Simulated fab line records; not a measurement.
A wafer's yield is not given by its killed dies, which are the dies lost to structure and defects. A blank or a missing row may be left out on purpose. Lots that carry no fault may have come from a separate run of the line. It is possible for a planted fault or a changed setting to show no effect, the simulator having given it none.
Matching of chambers :: flow nand-harc :: rie-diel-08 running NHARC_A_CONTACT_ETCH_92: 4 sister chambers
The step etches the open film in CH3F/O2, target depth 40 nm, time 85.7 s. 8 wafers are shown with their chamber, then 12 later ones without.

WAFERS WITH THEIR CHAMBER
wafer: L080.2
chamber: 1
showerhead-plenum-p-Torr (Torr): 2.46
drypump-motor-current-A (A): 5.9

wafer: L081.6
chamber: 1
showerhead-plenum-p-Torr (Torr): 2.46
drypump-motor-current-A (A): 5.8

wafer: L087.1
chamber: 2
showerhead-plenum-p-Torr (Torr): 2.47
drypump-motor-current-A (A): 5.1

wafer: L087.5
chamber: 3
showerhead-plenum-p-Torr (Torr): 2.62
drypump-motor-current-A (A): 5.5

wafer: L087.6
chamber: 0
showerhead-plenum-p-Torr (Torr): 2.49
drypump-motor-current-A (A): 5.7

wafer: L094.2
chamber: 0
showerhead-plenum-p-Torr (Torr): 2.48
drypump-motor-current-A (A): 5.7

wafer: L094.5
chamber: 2
showerhead-plenum-p-Torr (Torr): 2.46
drypump-motor-current-A (A): 5.1

wafer: L094.6
chamber: 3
showerhead-plenum-p-Torr (Torr): 2.61
drypump-motor-current-A (A): 5.5

WAFERS WITHOUT THEIR CHAMBER
wafer: L093.1
showerhead-plenum-p-Torr (Torr): 2.61
drypump-motor-current-A (A): 5.5

wafer: L093.2
showerhead-plenum-p-Torr (Torr): 2.45
drypump-motor-current-A (A): 5.9

wafer: L093.6
showerhead-plenum-p-Torr (Torr): 2.48
drypump-motor-current-A (A): 5.6

wafer: L096.1
showerhead-plenum-p-Torr (Torr): 2.48
drypump-motor-current-A (A): 5.7

wafer: L096.4
showerhead-plenum-p-Torr (Torr): 2.61
drypump-motor-current-A (A): 5.5

wafer: L096.5
showerhead-plenum-p-Torr (Torr): 2.48
drypump-motor-current-A (A): 5.7

wafer: L096.2
showerhead-plenum-p-Torr (Torr): 2.45
drypump-motor-current-A (A): 5.8

wafer: L096.3
showerhead-plenum-p-Torr (Torr): 2.46
drypump-motor-current-A (A): 5.1

wafer: L096.6
showerhead-plenum-p-Torr (Torr): 2.61
drypump-motor-current-A (A): 5.4

wafer: L097.3
showerhead-plenum-p-Torr (Torr): 2.61
drypump-motor-current-A (A): 5.4

wafer: L097.4
showerhead-plenum-p-Torr (Torr): 2.45
drypump-motor-current-A (A): 5.9

wafer: L097.6
showerhead-plenum-p-Torr (Torr): 2.46
drypump-motor-current-A (A): 5.1

CHAMBER TAKEN BY EACH
wafer: L093.1
from the rows above: 3
in truth: 3

wafer: L093.2
from the rows above: 1
in truth: 1

wafer: L093.6
from the rows above: 0
in truth: 0

wafer: L096.1
from the rows above: 0
in truth: 0

wafer: L096.4
from the rows above: 3
in truth: 3

wafer: L096.5
from the rows above: 0
in truth: 0

wafer: L096.2
from the rows above: 1
in truth: 1

wafer: L096.3
from the rows above: 2
in truth: 2

wafer: L096.6
from the rows above: 3
in truth: 3

wafer: L097.3
from the rows above: 3
in truth: 3

wafer: L097.4
from the rows above: 1
in truth: 1

wafer: L097.6
from the rows above: 2
in truth: 2
Placed correctly: 12 of 12. Number that these rows cannot place: 0. Placed wrongly: 0.
How it was worked out, from the rows above alone: a wafer's distance from a chamber is the root of the sum, over the readings, of the square of ((its reading less the chamber's mean) divided by the reading's scatter). The wafer belongs to the nearest chamber; if the next one is less than 2 further off, it can't be placed. A chamber's mean is the mean of its shown wafers. The scatter is the square root of a quotient: the sum, over the shown wafers, of each reading's squared deviation from its chamber's mean, divided by wafers minus chambers.
